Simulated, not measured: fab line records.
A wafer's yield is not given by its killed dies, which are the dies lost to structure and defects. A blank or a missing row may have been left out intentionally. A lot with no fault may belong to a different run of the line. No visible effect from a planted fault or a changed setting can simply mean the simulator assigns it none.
A single fault, viewed from 2 desks ; flow n5-finfet ; only its own numbers are on each desk; what lay behind them is given at the end

== THE METROLOGY DESK ==
What the gauges read, lot by lot, whatever tool the lot ran on: means of the sampled wafers that have a number. If a lot's mean is further than 4 standard deviations from the usual mean, the lot is out of limits and carries the mark OUT (the distance appears in the brackets). 7 of its 12 readings are shown: the first one out of limits and those lying furthest out on some lot.
Columns: A = cd-nm at N5_HKMG_FIN_CD_MEAS_49, usual 202.3 nm; B = HK_THK at N5_HKMG_FIN_THK_MEAS_70, usual 1.602 nm; C = DIBL_N at N5_BEOL_M4_RC_MEAS_101, usual 36.5 mV/V; D = DIBL_P at N5_BEOL_M4_RC_MEAS_101, usual 36.5 mV/V; E = IOFF_N at N5_BEOL_M4_RC_MEAS_101, usual 0.16 nA/um; F = SS_N at N5_BEOL_M4_RC_MEAS_101, usual 71.6 mV/dec; G = SS_P at N5_BEOL_M4_RC_MEAS_101, usual 73.4 mV/dec
lot;first seen here;A;B;C;D;E;F;G
L149;day 4 11:39;202.6;1.610;37.0;34.7;0.14;71.5;72.4
L152;day 5 07:37;201.2;1.611;33.4;33.6;0.12;70.3;72.6
L153;day 5 12:57;203.2;1.601;36.3;35.0;0.18;71.5;73.4
L154;day 5 18:58;202.2;1.584;37.3;37.4;0.16;72.5;73.2
L158;day 7 05:02;202.6;1.263 (-20) OUT;36.0;36.6;0.16;71.1;73.5
L162;day 7 19:55;202.3;1.249 (-21) OUT;35.4;37.5;0.15;71.5;73.7
L163;day 7 22:38;201.1;1.608;37.8;36.3;0.16;71.8;73.2
L167;day 9 00:20;202.5;1.618;37.7;38.2;0.16;71.7;73.5
L170;day 9 20:16;203.5;1.602;38.7;40.7;0.21;72.3;74.7
This desk's result: L158, L162 out of limits, first on L158 (HK_THK at N5_HKMG_FIN_THK_MEAS_70), day 7 07:37. L149, L152, L153, L154, L163, L167, L170: within limits.

== FOR THE TOOL OWNER'S DESK: ald-hk-01 ==
The tool's own readings at N5_HKMG_FIN_HK_ALD_01 (deposits HfO2, target thk 1.6 nm, pulse time 3 s, purge time 3 s): means of the sampled wafers that have a number, for each lot that ran on this tool. If a lot's mean is further than 4 standard deviations from the usual mean, the lot is out of limits and carries the mark OUT (the distance appears in the brackets).
Columns: A = precursor-pulse-height-rel at N5_HKMG_FIN_HK_ALD_01, usual 1.002
lot;first seen here;A
L152;day 5 06:25;1.001
L154;day 5 17:50;0.994
L158;day 7 03:51;1.014
L162;day 7 18:49;1.007
This desk found nothing out of limits on any of the 4 lots.

== ALL TOGETHER ==
On L158, L162, the metrology desk was in a position to raise an alarm at day 7 07:37.
The tool owner's desk saw nothing out of limits.
Tool owner's desk: L158, L162 on record, inside its limits.
On ald-hk-01, each named lot ran N5_HKMG_FIN_HK_ALD_01.

== WHAT HAD BEEN PUT IN BY THE SIMULATOR ==
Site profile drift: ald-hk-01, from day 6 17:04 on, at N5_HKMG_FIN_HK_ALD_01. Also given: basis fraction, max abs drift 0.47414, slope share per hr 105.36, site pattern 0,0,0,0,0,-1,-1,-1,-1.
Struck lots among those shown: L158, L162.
Per desk, hours elapsed from the start of the fault to the first reading out of limits: for the metrology desk, 15.
